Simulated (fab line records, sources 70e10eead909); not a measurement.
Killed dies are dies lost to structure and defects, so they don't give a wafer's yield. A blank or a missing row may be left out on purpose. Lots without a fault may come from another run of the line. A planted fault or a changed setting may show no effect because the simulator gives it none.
A struck lot beside a sound one | flow nand_harc | 13 steps out of a route of 1159
Sound: wafers L160.1, L160.2, L160.5. Struck: wafer L161.6. (L161.1 of the same lot was not struck and is left out.) The cause comes at the end.
At each step with rows: each side's tool, then ch and its chambers, then its first start. Under that, the readings that differ: sound wafers | struck wafers | difference of the means | sigmas: that difference in standard deviations of wafers without a fault.
alike: readings whose means differ by less than 2 such deviations, and words and numbers that are the same on both sides. not compared: withheld readings, readings that some wafer has no value for, bounds like >300 that may hide the same value, and numbers for which the record gives no deviation and whose values overlap.
The two part at a step that has a row with sigmas, a row that says differs or no value, or rows on one side only. Numbers that don't overlap but have no deviation are shown without sigmas and don't part them. A reading that every wafer of one side lacks parts them only if that side has two wafers or more.

NHARC_A_WL_FILL_ALD_10: deposits SiO2, target thk 50 nm, pulse time 10 s, ald cycles 500.
  sound on ald_hk-01 ch 0,2,3, day 15 19:32; struck on ald_hk-04 ch 1, day 16 14:07
  reading            | sound       | struck | difference | sigmas
  heater_power_w (W) | 496 493 469 | 602    | +116       | +2
  alike: precursor_pulse_height_rel
then, 1 step without rows for these wafers: NHARC_A_WL_FILL_ETCHBACK_16 (etches the open film in C4F8/O2/Ar, target depth 88 nm, time 17.6 s).
NHARC_A_WL_FILL_STRIP_29: strips in O2, time 20 s.
  sound on rie_diel-11 ch 1,3, day 15 23:14; struck on rie_diel-12 ch 3, day 16 16:16
  alike: drypump_motor_current_A, mfc_ar_sccm, oes_product_au, rf_vpp_V, showerhead_plenum_p_Torr, throttle_valve_pct
  not compared: rf_hours_counter_h
NHARC_A_WL_FILL_ETCHBACK_17: etches the open film in Cl2/BCl3, target depth 4 nm, time 26.7 s.
  sound on rie_metal-03 ch 0,1, day 15 23:19; struck on rie_metal-03 ch 0, day 16 16:21
  alike: drypump_motor_current_A, oes_product_au
  not compared: rf_hours_counter_h
then, 3 steps without rows for these wafers: NHARC_A_WL_FILL_PRECLEAN_18 (cleans in dHF, time 30 s); NHARC_A_WL_FILL_SRD_21; NHARC_A_WL_FILL_CVD_23 (deposits poly-Si, target thk 40 nm, time 800 s).
NHARC_A_WL_FILL_ETCHBACK_26: etches the open film in HBr, target depth 52 nm, time 13.3 s.
  sound on rie_si-01 ch 0,2, day 16 04:43; struck on rie_si-02 ch 1, day 16 21:36
  alike: drypump_motor_current_A, oes_product_au, throttle_valve_pct
  not compared: rf_hours_counter_h
then, 2 steps without rows for these wafers: NHARC_A_WL_FILL_PRECLEAN_30 (cleans in dHF, time 10 s); NHARC_A_WL_FILL_SRD_14.
NHARC_A_WL_FILL_ALD_19: deposits TiN, target thk 2 nm, pulse time 3 s, ald cycles 100.
  sound on ald_metal-03 ch 2,3, day 16 05:02; struck on ald_metal-03 ch 3, day 16 21:53
  alike: heater_power_w, precursor_pulse_height_rel
NHARC_A_WL_FILL_CVD_20: deposits W, target thk 75 nm, time 5064 s.
  sound on cvd_w-01 ch 0, day 16 07:41; struck on cvd_w-02 ch 1, day 17 12:51
  reading            | sound       | struck | difference | sigmas
  heater_power_w (W) | 535 550 544 | 468    | -75        | -2
  alike: mfc_ar_sccm, mfc_h2_sccm, throttle_valve_pct
NHARC_A_WL_FILL_CMP_12: polishes, t overpolish 30 s, target thk 75 nm.
  sound on cmp-02 ch 0,1, day 16 17:00; struck on cmp-02 ch 2, day 17 15:00
  reading                | sound          | struck | difference | sigmas
  time_to_endpoint_s (s) | 11.4 12.7 15.1 | 1.6    | -11.5      | -4
  alike: motor_current_A, overpolish_run_s

WHERE THEY PART
First at NHARC_A_WL_FILL_ALD_10; last, within this record, at NHARC_A_WL_FILL_CMP_12.

WHY: what the simulator had put in
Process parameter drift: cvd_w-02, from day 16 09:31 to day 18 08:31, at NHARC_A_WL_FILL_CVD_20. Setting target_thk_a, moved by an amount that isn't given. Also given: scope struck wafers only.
